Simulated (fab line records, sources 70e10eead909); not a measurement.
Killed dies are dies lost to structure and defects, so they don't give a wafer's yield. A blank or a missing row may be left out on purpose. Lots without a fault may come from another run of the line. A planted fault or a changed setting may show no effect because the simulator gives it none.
Chamber matching | flow nand_harc | NHARC_P_BONDPAD_STRIP_15 on rie_diel-02: 4 sister chambers
The step strips in O2. 24 wafers are shown with their chamber, then 12 later ones without.

WAFERS WITH THEIR CHAMBER
wafer  | chamber | showerhead_plenum_p_Torr (Torr) | drypump_motor_current_A (A) | oes_product_au (a.u.)
L501.1 | 0       | 3.66                            | 5.3                         | 0.976
L501.3 | 3       | 3.69                            | 6.0                         | 1.028
L501.5 | 3       | 3.69                            | 6.1                         | 1.032
L504.3 | 0       | 3.66                            | 5.3                         | 0.979
L504.4 | 3       | 3.69                            | 6.0                         | 1.025
L504.6 | 0       | 3.66                            | 5.3                         | 0.980
L505.2 | 0       | 3.66                            | 5.3                         | 0.975
L505.3 | 3       | 3.69                            | 6.0                         | 1.018
L505.6 | 1       | 3.30                            | 6.5                         | 1.011
L506.2 | 0       | 3.66                            | 5.3                         | 0.980
L506.3 | 2       | 3.36                            | 5.9                         | 0.984
L506.6 | 1       | 3.30                            | 6.5                         | 1.009
L507.1 | 1       | 3.30                            | 6.5                         | 0.993
L507.3 | 0       | 3.66                            | 5.2                         | 0.968
L507.5 | 3       | 3.69                            | 6.0                         | 0.995
L508.2 | 3       | 3.69                            | 6.1                         | 1.005
L508.3 | 1       | 3.30                            | 6.5                         | 0.993
L508.4 | 0       | 3.66                            | 5.3                         | 0.965
L509.2 | 2       | 3.36                            | 5.9                         | 0.993
L509.3 | 1       | 3.30                            | 6.5                         | 0.991
L509.5 | 0       | 3.66                            | 5.3                         | 0.971
L510.1 | 2       | 3.35                            | 5.9                         | 0.992
L510.5 | 2       | 3.35                            | 5.9                         | 0.984
L510.6 | 0       | 3.65                            | 5.3                         | 0.971

SIGNATURES (means of the wafers above)
reading                  | chamber 0 | chamber 1 | chamber 2 | chamber 3 | scatter within a chamber
showerhead_plenum_p_Torr | 3.6589    | 3.3000    | 3.3550    | 3.6900    | 0.00307
drypump_motor_current_A  | 5.289     | 6.500     | 5.900     | 6.033     | 0.0333
oes_product_au           | 0.97389   | 0.99940   | 0.98825   | 1.01717   | 0.00929
Rule: a wafer's distance from a chamber is the root of the sum, over the readings, of the square of ((its reading less the chamber's mean) divided by the reading's scatter). The wafer belongs to the nearest chamber; if the next one is less than 2 further off, it can't be placed. The scatter: the root of (the sum of the squares of (reading less its chamber's mean) over the shown wafers, divided by (wafers less chambers)).

WAFERS WITHOUT THEIR CHAMBER
wafer  | showerhead_plenum_p_Torr (Torr) | drypump_motor_current_A (A) | oes_product_au (a.u.)
L512.1 | 3.35                            | 5.9                         | 0.995
L512.3 | 3.69                            | 6.0                         | 0.996
L512.4 | 3.69                            | 6.0                         | 1.009
L515.1 | 3.65                            | 5.3                         | 0.991
L515.5 | 3.35                            | 5.9                         | 1.007
L515.6 | 3.65                            | 5.3                         | 0.991
L513.3 | 3.65                            | 5.3                         | 0.982
L513.5 | 3.65                            | 5.3                         | 0.987
L513.6 | 3.69                            | 6.0                         | 1.003
L524.2 | 3.35                            | 5.9                         | 0.996
L524.3 | 3.30                            | 6.5                         | 0.990
L524.6 | 3.30                            | 6.5                         | 0.988

WHICH CHAMBER EACH WENT THROUGH
wafer  | from the rows above | in truth
L512.1 | 2                   | 2
L512.3 | 3                   | 3
L512.4 | 3                   | 3
L515.1 | 0                   | 0
L515.5 | 2                   | 2
L515.6 | 0                   | 0
L513.3 | 0                   | 0
L513.5 | 0                   | 0
L513.6 | 3                   | 3
L524.2 | 2                   | 2
L524.3 | 1                   | 1
L524.6 | 1                   | 1
Placed correctly: 12 of 12. Can't be placed from these rows: 0. Placed wrongly: 0.
